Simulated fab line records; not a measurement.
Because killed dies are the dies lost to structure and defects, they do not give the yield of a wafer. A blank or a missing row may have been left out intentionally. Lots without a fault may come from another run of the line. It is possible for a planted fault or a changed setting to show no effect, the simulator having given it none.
Chamber matching / flow nand-harc / NHARC_P_M2_STRIP_18 on rie-diel-13: 4 sister chambers
The step strips in N2/H2. 8 wafers are shown with their chamber, then 7 later ones without.

WAFERS PAIRED WITH THEIR CHAMBERS
wafer=L483.6; chamber=1; drypump-motor-current-A (A)=4.8; showerhead-plenum-p-Torr (Torr)=2.13
wafer=L490.4; chamber=1; drypump-motor-current-A (A)=4.8; showerhead-plenum-p-Torr (Torr)=2.12
wafer=L491.6; chamber=2; drypump-motor-current-A (A)=6.5; showerhead-plenum-p-Torr (Torr)=2.05
wafer=L496.1; chamber=2; drypump-motor-current-A (A)=6.5; showerhead-plenum-p-Torr (Torr)=2.05
wafer=L496.2; chamber=3; drypump-motor-current-A (A)=6.1; showerhead-plenum-p-Torr (Torr)=2.08
wafer=L496.4; chamber=0; drypump-motor-current-A (A)=6.2; showerhead-plenum-p-Torr (Torr)=2.03
wafer=L497.1; chamber=3; drypump-motor-current-A (A)=6.1; showerhead-plenum-p-Torr (Torr)=2.08
wafer=L497.2; chamber=0; drypump-motor-current-A (A)=6.3; showerhead-plenum-p-Torr (Torr)=2.03

WAFERS WHOSE CHAMBER IS MISSING
wafer=L497.5; drypump-motor-current-A (A)=4.9; showerhead-plenum-p-Torr (Torr)=2.12
wafer=L501.1; drypump-motor-current-A (A)=6.5; showerhead-plenum-p-Torr (Torr)=2.05
wafer=L501.4; drypump-motor-current-A (A)=6.1; showerhead-plenum-p-Torr (Torr)=2.08
wafer=L501.5; drypump-motor-current-A (A)=4.9; showerhead-plenum-p-Torr (Torr)=2.12
wafer=L503.2; drypump-motor-current-A (A)=4.8; showerhead-plenum-p-Torr (Torr)=2.12
wafer=L503.3; drypump-motor-current-A (A)=6.5; showerhead-plenum-p-Torr (Torr)=2.05
wafer=L503.6; drypump-motor-current-A (A)=6.1; showerhead-plenum-p-Torr (Torr)=2.08

WHICH CHAMBER EACH ONE RAN IN
wafer=L497.5; from the rows above=1; in truth=1
wafer=L501.1; from the rows above=2; in truth=2
wafer=L501.4; from the rows above=3; in truth=3
wafer=L501.5; from the rows above=1; in truth=1
wafer=L503.2; from the rows above=1; in truth=1
wafer=L503.3; from the rows above=2; in truth=2
wafer=L503.6; from the rows above=3; in truth=3
Correctly placed: 7 of 7. Left unplaced by these rows: 0. 0 placed wrongly.
How it was worked out, from the rows above alone: a wafer's distance from a chamber is the root of the sum, over the readings, of the square of ((its reading less the chamber's mean) divided by the reading's scatter). The wafer belongs to the nearest chamber; if the next one is less than 2 further off, it can't be placed. For every chamber, the mean is computed from those of its wafers that are shown. The scatter: take each reading less its chamber's mean, square it, sum over the shown wafers, divide by the number of wafers less the number of chambers, and take the root.
